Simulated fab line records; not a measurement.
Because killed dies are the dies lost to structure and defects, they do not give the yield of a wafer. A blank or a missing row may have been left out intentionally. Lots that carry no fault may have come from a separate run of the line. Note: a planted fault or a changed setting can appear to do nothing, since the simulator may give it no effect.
Comparing a struck lot with a sound one / flow nand-harc / 15 out of 1302 route steps
Sound: the wafers L599.3, L599.4, L599.6. The struck wafers were L612.1, L612.3, L612.5. The cause is given at the end.
For every step that has rows: the tool of each side, followed by ch and its chambers, followed by its first start. Under that, the readings that differ: sound wafers / struck wafers / difference of the means / sigmas: that difference in standard deviations of wafers without a fault.
alike: words and numbers the same on both sides, and readings whose means are apart by under 2 such deviations; not compared: readings that were withheld, readings missing a value for some wafer, numbers with overlapping values and no deviation given by the record, and bounds like >300 which may hide the same value.
The two part at a step that has a row with sigmas, a row that says differs or no value, or rows on one side only. Numbers that don't overlap but have no deviation are shown without sigmas and don't part them. Lack of a reading on every wafer of one side parts them only where that side has two or more wafers.

NHARC_P_BONDPAD_CD_MEAS_09: the cd target is 500 nm.
  sound on cd-sem-03 ch 0, day 9 10:51; struck on cd-sem-02 ch 0, day 14 09:03
  alike: cd-nm
NHARC_P_BONDPAD_OVL_MEAS_38:
  sound: overlay-01 at day 9 10:56; struck: overlay-02 at day 14 09:08
reading=overlay-y-nm (nm); sound=-3 -3 -3; struck=13 13 13; difference=+16; sigmas=+2
  alike: overlay-x-nm
then, 1 step without rows for these wafers: NHARC_P_BONDPAD_HARDBAKE_10 (time 65 s).
NHARC_P_BONDPAD_DESCUM_11: chemistry O2, time 3 s.
  sound on rie-diel-10 ch 1,3, day 9 11:04; struck on rie-diel-05 ch 0,1,3, day 14 09:16
reading=showerhead-plenum-p-Torr (Torr); sound=1.78 1.79 1.79; struck=1.95 1.96 2.01; difference=+0.19; sigmas=+2
  alike: drypump-motor-current-A, oes-product-au, rf-vpp-V, throttle-valve-pct
  not compared: rf-hours-counter-h
then, 1 step without rows for these wafers: NHARC_P_BONDPAD_ETCH_37 (etches the open film in N2/H2, target depth 60 nm, overetch 18 nm, time 65.91 s).
NHARC_P_BONDPAD_ETCH_12: etches the open film in CHF3/O2, target depth 200 nm, time 100 s.
  sound on rie-diel-10 ch 1,2; struck on rie-diel-05 ch 0,2,3
  alike: drypump-motor-current-A, oes-product-au, rf-vpp-V, showerhead-plenum-p-Torr, throttle-valve-pct
  not compared: rf-hours-counter-h
NHARC_P_BONDPAD_CD_MEAS_13:
  sound: cd-sem-03 at day 9 11:22; struck: cd-sem-03 at day 14 09:35
  alike: cd-nm
NHARC_P_BONDPAD_STRIP_15: strips in O2.
  sound on rie-diel-12 ch 0,2, day 9 11:26; struck on rie-diel-05 ch 1,2,3, day 14 09:40
  alike: drypump-motor-current-A, oes-product-au, rf-vpp-V, showerhead-plenum-p-Torr, throttle-valve-pct
  not compared: rf-hours-counter-h
NHARC_P_BONDPAD_ETCH_24: etches the open film in CF4/N2, target depth 30 nm, time 72.99 s.
  sound on rie-diel-12 ch 0,2,3; struck on rie-diel-05 ch 0,2
  alike: drypump-motor-current-A, oes-product-au, rf-vpp-V, showerhead-plenum-p-Torr, throttle-valve-pct
  not compared: rf-hours-counter-h
then, 1 step without rows for these wafers: NHARC_P_BONDPAD_STRIP_16 (strips in post etch residue remover, time 600 s).
NHARC_P_BONDPAD_DEGAS_25: time 60 s.
  sound: pvd-sputter-03 at day 9 11:59; struck: pvd-sputter-02 at day 14 10:13
  alike: heater-power-w
then, 1 step without rows for these wafers: NHARC_P_BONDPAD_PRE_CLEAN_26 (time 30 s).
NHARC_P_BONDPAD_PVD_17: deposits TaN, target thk 5 nm, time 8.06 s.
  sound: pvd-sputter-03 at day 9 12:06; struck: pvd-sputter-02 at day 14 10:36
  alike: chamber-pressure-pa, throttle-valve-pct
then, 1 step without rows for these wafers: NHARC_P_BONDPAD_PVD_27 (deposits Cu, target thk 30 nm, time 20.49 s).
NHARC_END_SORT_01:
  the record has rows for the sound wafers here (prober-02 ch 0, day 27 15:56) and none for the struck ones

== WHERE THEY PART ==
First at NHARC_P_BONDPAD_OVL_MEAS_38; last, within this record, at NHARC_END_SORT_01.

WHY: what the simulator had put in
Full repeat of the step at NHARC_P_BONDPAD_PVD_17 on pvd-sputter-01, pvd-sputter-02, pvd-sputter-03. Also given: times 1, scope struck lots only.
